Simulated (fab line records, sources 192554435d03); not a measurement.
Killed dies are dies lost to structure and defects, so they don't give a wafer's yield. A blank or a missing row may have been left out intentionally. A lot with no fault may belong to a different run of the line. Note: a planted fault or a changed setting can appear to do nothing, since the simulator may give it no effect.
Which tool was responsible? / flow n5 finfet / Sampling: 15 lots, 45 wafers, 2 of 1938 route steps

== WHAT THE GAUGES SHOWED, per wafer ==
N5_BEOL_M12_THK_MEAS_01. Usual: for M12_ILD_THK the level is 662 nm and the standard deviation is 9.3.
lot=L572; measured=day 11 15:11; on=film metro-02; M12_ILD_THK (nm)=655 665 660; flag=
lot=L573; measured=day 11 22:47; on=film metro-01; M12_ILD_THK (nm)=654 647 658; flag=
lot=L571; measured=day 11 23:24; on=film metro-01; M12_ILD_THK (nm)=654 670 673; flag=
lot=L575; measured=day 12 16:16; on=film metro-02; M12_ILD_THK (nm)=660 668 669; flag=
lot=L570; measured=day 12 21:57; on=film metro-01; M12_ILD_THK (nm)=644 661 660; flag=
lot=L580; measured=day 13 14:35; on=film metro-01; M12_ILD_THK (nm)=665 664 663; flag=
lot=L579; measured=day 13 14:50; on=film metro-01; M12_ILD_THK (nm)=645 651 666; flag=
lot=L582; measured=day 14 11:43; on=film metro-01; M12_ILD_THK (nm)=658 655 667; flag=
lot=L583; measured=day 15 05:17; on=film metro-01; M12_ILD_THK (nm)=660 647 651; flag=
lot=L584; measured=day 15 05:59; on=film metro-02; M12_ILD_THK (nm)=652 666 666; flag=
lot=L585; measured=day 15 12:26; on=film metro-02; M12_ILD_THK (nm)=660 656 668; flag=
lot=L586; measured=day 15 23:24; on=film metro-01; M12_ILD_THK (nm)=657 667 669; flag=
lot=L588; measured=day 15 23:58; on=film metro-01; M12_ILD_THK (nm)=665 666 684; flag=
lot=L589; measured=day 16 17:35; on=film metro-02; M12_ILD_THK (nm)=667 666 679; flag=
lot=L593; measured=day 17 10:28; on=film metro-02; M12_ILD_THK (nm)=647 671 660; flag=

== EACH LOT AND THE TOOL THAT RAN IT (in order: tool; ch and the chambers of the sampled wafers; start) ==
lot=L572; N5_BEOL_M11_DEP_56=pecvd-03 ch 0,2, day 11 14:53
lot=L573; N5_BEOL_M11_DEP_56=pecvd-02 ch 0,1, day 11 22:32
lot=L571; N5_BEOL_M11_DEP_56=pecvd-02 ch 0,1,2, day 11 23:08
lot=L575; N5_BEOL_M11_DEP_56=pecvd-04 ch 0,2, day 12 16:00
lot=L570; N5_BEOL_M11_DEP_56=pecvd-04 ch 1,2, day 12 21:41
lot=L580; N5_BEOL_M11_DEP_56=pecvd-02 ch 1,2, day 13 14:20
lot=L579; N5_BEOL_M11_DEP_56=pecvd-02 ch 0,2, day 13 14:35
lot=L582; N5_BEOL_M11_DEP_56=pecvd-02 ch 0,1,2, day 14 11:27
lot=L583; N5_BEOL_M11_DEP_56=pecvd-02 ch 0,2, day 15 05:01
lot=L584; N5_BEOL_M11_DEP_56=pecvd-02 ch 0,1, day 15 05:44
lot=L585; N5_BEOL_M11_DEP_56=pecvd-02 ch 1,2, day 15 12:11
lot=L586; N5_BEOL_M11_DEP_56=pecvd-03 ch 0,2, day 15 23:09
lot=L588; N5_BEOL_M11_DEP_56=pecvd-04 ch 0,2, day 15 23:43
lot=L589; N5_BEOL_M11_DEP_56=pecvd-04 ch 0,2, day 16 17:20
lot=L593; N5_BEOL_M11_DEP_56=pecvd-03 ch 0,1,2, day 17 10:13
- N5_BEOL_M11_DEP_56: deposits SiCN from 3MS/NH3, target thk 30 nm, time 10.5 s.

== AS READ BY THE TOOLS THEMSELVES (means over the sampled wafers that have a number; for cases with no such wafer, the mark the record gives instead) ==
N5_BEOL_M11_DEP_56. Usual: showerhead plenum p Torr 4.164 Torr, standard deviation 0.013; throttle valve pct 18.0 %, standard deviation 1.
lot=L572; tool=pecvd-03; showerhead plenum p Torr (Torr)=4.156; throttle valve pct (%)=16.9; flag=
lot=L573; tool=pecvd-02; showerhead plenum p Torr (Torr)=4.161; throttle valve pct (%)=18.0; flag=
lot=L571; tool=pecvd-02; showerhead plenum p Torr (Torr)=4.164; throttle valve pct (%)=17.7; flag=
lot=L575; tool=pecvd-04; showerhead plenum p Torr (Torr)=4.153; throttle valve pct (%)=18.2; flag=
lot=L570; tool=pecvd-04; showerhead plenum p Torr (Torr)=4.187; throttle valve pct (%)=20.3; flag=
lot=L580; tool=pecvd-02; showerhead plenum p Torr (Torr)=4.163; throttle valve pct (%)=17.5; flag=
lot=L579; tool=pecvd-02; showerhead plenum p Torr (Torr)=4.159; throttle valve pct (%)=17.5; flag=
lot=L582; tool=pecvd-02; showerhead plenum p Torr (Torr)=4.162; throttle valve pct (%)=17.7; flag=
lot=L583; tool=pecvd-02; showerhead plenum p Torr (Torr)=4.166; throttle valve pct (%)=17.3; flag=
lot=L584; tool=pecvd-02; showerhead plenum p Torr (Torr)=4.157; throttle valve pct (%)=17.8; flag=
lot=L585; tool=pecvd-02; showerhead plenum p Torr (Torr)=4.164; throttle valve pct (%)=18.0; flag=
lot=L586; tool=pecvd-03; showerhead plenum p Torr (Torr)=4.166; throttle valve pct (%)=17.2; flag=
lot=L588; tool=pecvd-04; showerhead plenum p Torr (Torr)=4.162; throttle valve pct (%)=18.5; flag=
lot=L589; tool=pecvd-04; showerhead plenum p Torr (Torr)=4.154; throttle valve pct (%)=18.4; flag=
lot=L593; tool=pecvd-03; showerhead plenum p Torr (Torr)=4.168; throttle valve pct (%)=17.6; flag=

== THE ANSWER, worked out from the rows above alone ==
Rule: take the mean of a lot's wafers that have a number; if it is more than 3 standard deviations from the usual mean, the lot is off. A lot without any number at a reading at which 4 lots or more have one is off too. Where the step has rows for the other lots, those lots are counted as sound. First the gauges in route order, then the tools' own readings, where a lot's mean is used as printed above. At the first step where some lot is off, the reading lying furthest off is the one used; lots without a number count as furthest.
None of the lots is off at any reading shown; this tells nothing.

== WHAT HAD BEEN PUT IN BY THE SIMULATOR ==
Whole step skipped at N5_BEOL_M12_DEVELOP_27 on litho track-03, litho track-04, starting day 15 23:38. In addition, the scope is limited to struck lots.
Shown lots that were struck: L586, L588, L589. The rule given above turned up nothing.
